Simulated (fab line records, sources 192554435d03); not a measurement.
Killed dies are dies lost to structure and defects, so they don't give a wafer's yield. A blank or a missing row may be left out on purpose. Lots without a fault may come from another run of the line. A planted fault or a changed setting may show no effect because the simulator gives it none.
fab line records | flow n5_finfet
record lots=6 wafers=18 last_day=18
route steps=1938 shown HKMG_FIN@422 BEOL_M4@1111
lots that met no fault: from a run of the same line without faults
start_h: hours from the record's first day to the start of the lot's first wafer shown | wait_h: hours since the lot's step before | " the same as in the row above | L1.1+2: a row that stands for several wafers | - no value, or no start given | * or withheld: withheld | < > ~ a bound
route shown NAME@n: a module of which the file shows steps, and the number in the route of the first | usual: mean/standard deviation of fault-free wafers | same: alike in all rows | chamber/n: place in a boat | sites: the reading at each site | _std_site: their standard deviation | _edge_site: outer sites' mean less inner sites' | radius_mm: how far each site lies from the wafer's centre | mask NAME#n: copy n | behind: the tool/chamber that last shaped the wafer | hold: why the lot was held/for how many hours/how that ended | device: the transistor (n, p or np) that didn't switch | end of line: the same wafers' tests at the end of the route | a step without rows: its recipe alone | killed: dies lost to structure and defects at the first sort, not the wafer's yield | map: a wafer's dies, x killed, . not, _ none there
set.NAME: the setting as run; set.NAME@STEP: as run at that earlier step | model.NAME: the simulator's own value behind a step, which no gauge read
lots at some steps of the route; a table a step, a row a wafer
services: from which hour (start_h, from the record's first day; less than 0 if before it) a tool's chamber was out of use, for how many hours, and why
## steps
# step N5_HKMG_FIN_COAT_29
# recipe resist=SOC temp_c=250 time_s=60 spin_rpm=1500 resist_thk_nm=300
# step N5_HKMG_FIN_COAT_30
# recipe resist=SiARC temp_c=220 time_s=60 spin_rpm=1500 resist_thk_nm=35
# step N5_HKMG_FIN_COAT_06
# recipe resist=CAR-ArF spin_rpm=1500 resist_thk_nm=90
# step N5_HKMG_FIN_EBR_08
# recipe solvent=PGMEA ebr_width_mm=1.5
# step N5_HKMG_FIN_SOFTBAKE_07
# recipe temp_c=110 time_s=60 resist=CAR-ArF
# step N5_HKMG_FIN_EXPOSE_09
# recipe mask_id=NWFM na=1.35 source_shape=conventional sigma_outer=0.8 polarization=unpolarized dose_mj=39.25
# step N5_HKMG_FIN_PEB_10
# recipe peb_temp_c=withheld peb_time_s=60 resist=CAR-ArF
# step N5_HKMG_FIN_DEVELOP_11
# recipe develop_time_s=30 developer=TMAH resist=CAR-ArF dev_temp_c=23 rinse_liquid=diw dry=air_spin
# step N5_HKMG_FIN_CD_MEAS_12
# recipe target_cd_nm=92.8 landing_energy_ev=500 detector=se_inlens
# usual cd_nm=92.5/0.6
# columns lot.wafer tool chamber start_h wait_h cd_nm
L165.1 cd_sem-02 0 87.63 - 92.3
L165.2 " 0 " " 92.9
L165.6 " 0 " " 92.8
L169.2 cd_sem-03 0 112.11 - 92.4
L169.3 " 0 " " 92.7
L169.6 " 0 " " 93.2
L170.2 cd_sem-01 0 117.08 - 92.1
L170.4 " 0 " " 92.0
L170.6 " 0 " " 92.2
L178.1 cd_sem-01 0 163.37 - 92.5
L178.2 " 0 " " 93.3
L178.5 " 0 " " 92.7
L180.2 cd_sem-01 0 177.16 - 92.1
L180.4 " 0 " " 92.8
L180.5 " 0 " " 92.1
L184.2 cd_sem-01 0 203.36 - 91.7
L184.4 " 0 " " 92.5
L184.6 " 0 " " 92.0
# step N5_HKMG_FIN_OVL_MEAS_13
# recipe points_per_wafer=44
# usual NWFM_OVL=0.1/0.72
# columns lot.wafer tool chamber start_h wait_h NWFM_OVL[nm]
L165.1 overlay-02 0 87.66 0.0 0.4
L165.2 " 0 " " 0.2
L165.6 " 0 " " 0.1
L169.2 overlay-01 0 112.14 0.0 0.3
L169.3 " 0 " " -0.7
L169.6 " 0 " " 0.7
L170.2 overlay-01 0 117.11 0.0 0.5
L170.4 " 0 " " 1.0
L170.6 " 0 " " 0.6
L178.1 overlay-01 0 163.40 0.0 0.6
L178.2 " 0 " " -0.2
L178.5 " 0 " " 0.4
L180.2 overlay-02 0 177.19 0.0 0.5
L180.4 " 0 " " -0.5
L180.5 " 0 " " 0.9
L184.2 overlay-02 0 203.39 0.0 -0.3
L184.4 " 0 " " -0.5
L184.6 " 0 " " 0.7
# step N5_HKMG_FIN_INSPECT_14
# recipe mode=adi inspect_instrument=macro
# usual raw_defect_count=2.0/1.4
# columns lot.wafer tool chamber start_h wait_h raw_defect_count
L165.1 defect_inspect-02 - 87.69 0.0 3
L165.2 " - " " 3
L165.6 " - " " 2
L169.2 defect_inspect-01 - 112.16 0.0 1
L169.3 " - " " 2
L169.6 " - " " 2
L170.2 defect_inspect-02 - 117.14 0.0 3
L170.4 " - " " 1
L170.6 " - " " 3
L178.1 defect_inspect-02 - 163.43 0.0 2
L178.2 " - " " 6
L178.5 " - " " 2
L180.2 defect_inspect-02 - 177.21 0.0 5
L180.4 " - " " 2
L180.5 " - " " 4
L184.2 defect_inspect-01 - 203.41 0.0 2
L184.4 " - " " 5
L184.6 " - " " 1
# step N5_HKMG_FIN_DESCUM_17
# recipe chemistry=O2 time_s=7.9 source_power_w=50 bias_power_w=20 pressure_mtorr=20 rf_frequency_hz=2.712e+07 temp_c=40 resist=CAR-ArF o2_flow_sccm=225
# usual chamber_pressure_mTorr=20.001/0.017 drypump_motor_current_A=5.8/0.39 oes_product_au=0.78/0.091 rf_vpp_V=243.2/1.6 showerhead_plenum_p_Torr=2.10/0.083 throttle_valve_pct=20.35/0.24
# columns lot.wafer tool chamber start_h wait_h chamber_pressure_mTorr drypump_motor_current_A oes_product_au rf_hours_counter_h rf_vpp_V showerhead_plenum_p_Torr throttle_valve_pct
L165.1 rie_diel-05 0 87.72 0.0 20.015 6.6 0.86 70 245.9 2.20 20.38
L165.2 " 3 " " 20.005 5.7 0.72 184 242.3 2.10 20.44
L165.6 " 0 " " 20.028 6.6 0.85 - 244.8 2.20 20.40
L169.2 rie_diel-05 3 112.53 0.4 20.009 5.7 0.71 195 242.2 2.09 20.45
L169.3 " 1 " " 20.019 5.6 0.73 182 241.5 1.98 20.20
L169.6 " 3 " " 20.005 5.7 0.71 - 243.4 2.09 20.44
L170.2 rie_diel-05 3 117.17 0.0 20.018 5.7 0.70 197 241.6 2.09 20.45
L170.4 " 0 " " 19.998 6.6 0.83 - 244.5 2.20 20.39
L170.6 " 3 " " 20.006 5.7 0.70 - 243.0 2.09 20.45
L178.1 rie_diel-03 0 163.47 0.0 20.038 5.8 0.70 208 245.8 2.17 20.12
L178.2 " 3 " " 20.012 5.5 0.92 14 241.9 2.07 20.51
L178.5 " 1 " " 19.994 5.8 0.87 - 244.4 2.12 20.36
L180.2 rie_diel-05 3 177.33 0.1 20.005 5.6 0.70 216 242.4 2.09 20.49
L180.4 " 1 " " 19.994 5.6 0.71 206 241.4 1.97 20.26
L180.5 " 0 " " 20.003 6.6 0.81 - 244.9 2.19 20.42
L184.2 rie_diel-03 2 203.61 0.2 20.006 5.9 0.68 246 240.9 1.97 20.28
L184.4 " 1 " " 20.000 5.8 0.85 - 244.4 2.12 20.38
L184.6 " 2 " " 20.012 5.9 0.68 - 242.0 1.97 20.30
# step N5_HKMG_FIN_ETCH_31
# recipe chemistry=CF4 target=SiARC target_depth_a=455 mask_material=CAR-ArF time_s=75.8 ion_energy_ev=80 pressure_mtorr=40 source_w=545 bias_w=36 Ar_flow_sccm=100 cf4_flow_sccm=100 ends=cleared
# usual cf4_flow_sccm=100.00/0.28 chamber_pressure_mTorr=40.00/0.035 drypump_motor_current_A=5.8/0.39 etch_rf_on_time_s=76.5/1.6 oes_product_au=0.66/0.078 rf_vpp_V=184.1/1.2 showerhead_plenum_p_Torr=2.15/0.082 throttle_valve_pct=15.57/0.21
# columns lot.wafer tool chamber start_h wait_h cf4_flow_sccm chamber_pressure_mTorr drypump_motor_current_A etch_rf_on_time_s oes_product_au rf_hours_counter_h rf_vpp_V showerhead_plenum_p_Torr throttle_valve_pct
L165.1 rie_diel-05 0 87.76 0.0 100.17 40.06 6.6 77.8 0.71 70 186.0 2.27 15.63
L165.2 " 3 " " 100.04 40.03 5.7 75.8 0.62 184 184.2 2.13 15.57
L165.6 " 0 " " 100.13 40.05 6.6 77.9 0.72 - 186.4 2.27 15.65
L169.2 rie_diel-05 3 112.57 0.0 99.92 40.06 5.7 75.4 0.61 195 183.2 2.12 15.60
L169.3 " 1 " " 99.80 39.99 5.6 77.9 0.61 182 183.7 2.04 15.55
L169.6 " 3 " " 99.32 39.97 5.7 106.6 0.52 - 184.4 2.12 15.60
L170.2 rie_diel-05 3 117.21 0.0 99.60 39.97 5.7 75.0 0.61 197 182.1 2.12 15.60
L170.4 " 0 " " 99.91 40.01 6.6 77.8 0.70 - 185.0 2.26 15.65
L170.6 " 3 " " 99.59 40.03 5.7 106.1 0.52 - 183.5 2.12 15.59
L178.1 rie_diel-03 0 163.50 0.0 99.82 40.01 5.8 78.0 0.60 208 185.0 2.21 15.39
L178.2 " 3 " " 100.23 40.01 5.5 75.1 0.80 14 183.9 2.11 15.55
L178.5 " 1 " " 100.41 39.97 5.8 74.9 0.75 - 184.3 2.17 15.49
L180.2 rie_diel-05 3 177.36 0.0 100.42 39.96 5.7 74.7 0.60 216 183.2 2.12 15.64
L180.4 " 1 " " 99.57 40.02 5.6 78.1 0.59 206 182.8 2.03 15.60
L180.5 " 0 " " 100.12 40.03 6.6 76.6 0.69 - 185.7 2.25 15.70
L184.2 rie_diel-03 2 203.65 0.0 100.35 39.95 5.9 78.7 0.57 246 183.2 2.03 15.68
L184.4 " 1 " " 100.18 40.03 5.8 75.0 0.73 - 183.0 2.16 15.53
L184.6 " 2 " " 100.00 40.04 5.9 78.4 0.58 - 182.6 2.03 15.68
# step N5_HKMG_FIN_ETCH_32
# recipe chemistry=N2/H2 target=SOC target_depth_a=2400 temp_c=40 time_s=300 ion_energy_ev=200 mask_material=SiARC pressure_mtorr=30 source_w=840 bias_w=150 n2_flow_sccm=200 h2_flow_sccm=200
# usual chamber_pressure_mTorr=29.996/0.028 drypump_motor_current_A=5.8/0.39 oes_product_au=0.78/0.092 rf_vpp_V=524.0/2.8 showerhead_plenum_p_Torr=2.55/0.11 throttle_valve_pct=17.77/0.24
# columns lot.wafer tool chamber start_h wait_h chamber_pressure_mTorr drypump_motor_current_A oes_product_au rf_hours_counter_h rf_vpp_V showerhead_plenum_p_Torr throttle_valve_pct
L165.1 rie_diel-05 0 87.81 0.0 29.953 6.6 0.84 70 526.8 2.70 17.89
L165.2 " 3 " " 30.051 5.7 0.72 184 521.5 2.52 17.70
L165.6 " 0 " " 30.023 6.6 0.84 - 527.4 2.70 17.86
L169.2 rie_diel-05 3 112.62 0.0 30.008 5.7 0.72 195 523.2 2.52 17.74
L169.3 " 1 " " 29.969 5.6 0.72 182 520.8 2.42 17.76
L169.6 " 3 " " 30.006 5.7 0.72 - 523.9 2.52 17.73
L170.2 rie_diel-05 3 117.26 0.0 29.955 5.7 0.72 197 522.5 2.52 17.74
L170.4 " 0 " " 30.000 6.6 0.83 - 528.4 2.69 17.90
L170.6 " 3 " " 29.964 5.7 0.73 - 522.7 2.52 17.73
L178.1 rie_diel-03 0 163.56 0.0 29.932 5.8 0.69 208 527.7 2.62 17.43
L178.2 " 3 " " 30.022 5.5 0.94 14 521.0 2.47 17.64
L178.5 " 1 " " 29.972 5.8 0.88 - 524.4 2.61 18.01
L180.2 rie_diel-05 3 177.42 0.0 29.986 5.7 0.71 216 522.1 2.51 17.74
L180.4 " 1 " " 29.930 5.6 0.70 206 520.9 2.41 17.80
L180.5 " 0 " " 29.958 6.7 0.81 - 527.6 2.68 17.94
L184.2 rie_diel-03 2 203.70 0.0 30.014 5.9 0.67 246 520.4 2.39 17.64
L184.4 " 1 " " 29.950 5.8 0.86 - 525.4 2.60 18.04
L184.6 " 2 " " 30.021 5.8 0.67 - 519.8 2.39 17.64
# step N5_BEOL_M4_RC_MEAS_101
# usual DIBL_N=36.5/1.8 DIBL_P=36.5/2.1 IOFF_N=0.17/0.031 IOFF_P=0.22/0.036 ION_N=677/11 ION_P=463/8 SS_N=71.6/0.61 SS_P=73.3/0.63 VT_N=249/3.1 VT_P=-250/3.3
# columns lot.wafer tool chamber start_h wait_h DIBL_N[mV/V] DIBL_P[mV/V] IOFF_N[nA/um] IOFF_P[nA/um] ION_N[uA/um] ION_P[uA/um] SS_N[mV/dec] SS_P[mV/dec] VT_N[mV] VT_P[mV]
L165.1 prober-01 0 180.59 0.0 35.0 37.0 0.16 0.19 670 455 72.1 73.0 251 -254
L165.2 " 0 " " 34.5 35.9 0.15 0.17 672 451 71.5 73.1 248 -256
L165.6 " 0 " " 34.1 35.2 0.14 0.17 666 450 71.0 73.4 251 -255
L170.2 prober-01 0 212.12 0.2 37.0 37.4 0.18 0.23 691 471 71.1 73.8 246 -248
L170.4 " 0 " " 36.4 35.4 0.15 0.19 671 461 71.6 72.8 251 -252
L170.6 " 0 " " 38.8 38.7 0.21 0.25 692 466 71.7 74.3 244 -247
L169.2 prober-02 0 212.41 0.2 38.8 40.8 0.22 0.30 697 477 72.2 74.5 243 -243
L169.3 " 0 " " 34.9 35.1 0.14 0.18 677 463 71.1 72.5 252 -249
L169.6 " 0 " " 36.1 37.0 0.16 0.21 683 469 71.5 73.2 248 -251
L178.1 prober-01 0 264.95 0.0 37.3 38.1 0.18 0.22 677 459 71.7 73.4 247 -250
L178.2 " 0 " " 35.7 36.1 0.14 0.18 670 457 72.3 73.2 253 -253
L178.5 " 0 " " 37.8 38.8 0.19 0.23 675 458 71.7 73.5 246 -251
L180.2 prober-01 0 274.33 0.2 38.6 37.9 0.22 0.26 702 480 71.5 73.9 243 -246
L180.4 " 0 " " 38.3 36.5 0.21 0.24 681 455 72.2 73.4 244 -246
L180.5 " 0 " " 38.3 37.3 0.22 0.25 700 475 71.7 74.0 244 -247
L184.2 prober-02 0 309.22 0.2 34.6 35.8 0.16 0.22 682 470 71.6 72.5 250 -248
L184.4 " 0 " " 32.1 32.2 0.11 0.17 672 471 70.5 72.7 251 -250
L184.6 " 0 " " 32.7 32.7 0.12 0.18 651 462 70.2 72.6 252 -247
## services
# columns tool chamber start_h hours kind
rie_diel-03 1 79.73 - clean
rie_diel-03 1 79.73 - consumable_replace:focus_ring
rie_diel-03 1 79.73 17.7 scheduled_down
rie_diel-03 1 79.73 17.7 vent_cycle
rie_diel-05 2 91.55 11.1 repair
rie_diel-03 3 102.45 - clean
rie_diel-03 3 102.45 - consumable_replace:focus_ring
rie_diel-03 3 102.45 19.2 scheduled_down
rie_diel-03 3 102.45 19.2 vent_cycle
rie_diel-05 2 102.69 - clean
rie_diel-05 2 102.69 - consumable_replace:focus_ring
rie_diel-05 2 102.69 - consumable_replace:showerhead
rie_diel-05 2 102.69 17.7 scheduled_down
rie_diel-05 2 102.69 17.7 vent_cycle
rie_diel-03 - 118.04 2.8 pm
rie_diel-05 0 166.50 3.8 repair
rie_diel-05 3 168.28 4.5 repair
rie_diel-03 3 197.84 8.7 repair
## key
first_sign step=N5_HKMG_FIN_ETCH_31 reading=etch_rf_on_time_s direction=up sigmas=19 usual=* struck=*
effect none on later readings
met_at N5_HKMG_FIN_ETCH_31
struck_wafers L169.6,L170.6
onset_between 87.76 112.57
fault kind=process_parameter_drift tool=rie_diel-05 chamber=- onset_h=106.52 steps=N5_HKMG_FIN_ETCH_31 channel=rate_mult offset=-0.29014 shape=step end_h=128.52 scope=struck_wafers_only
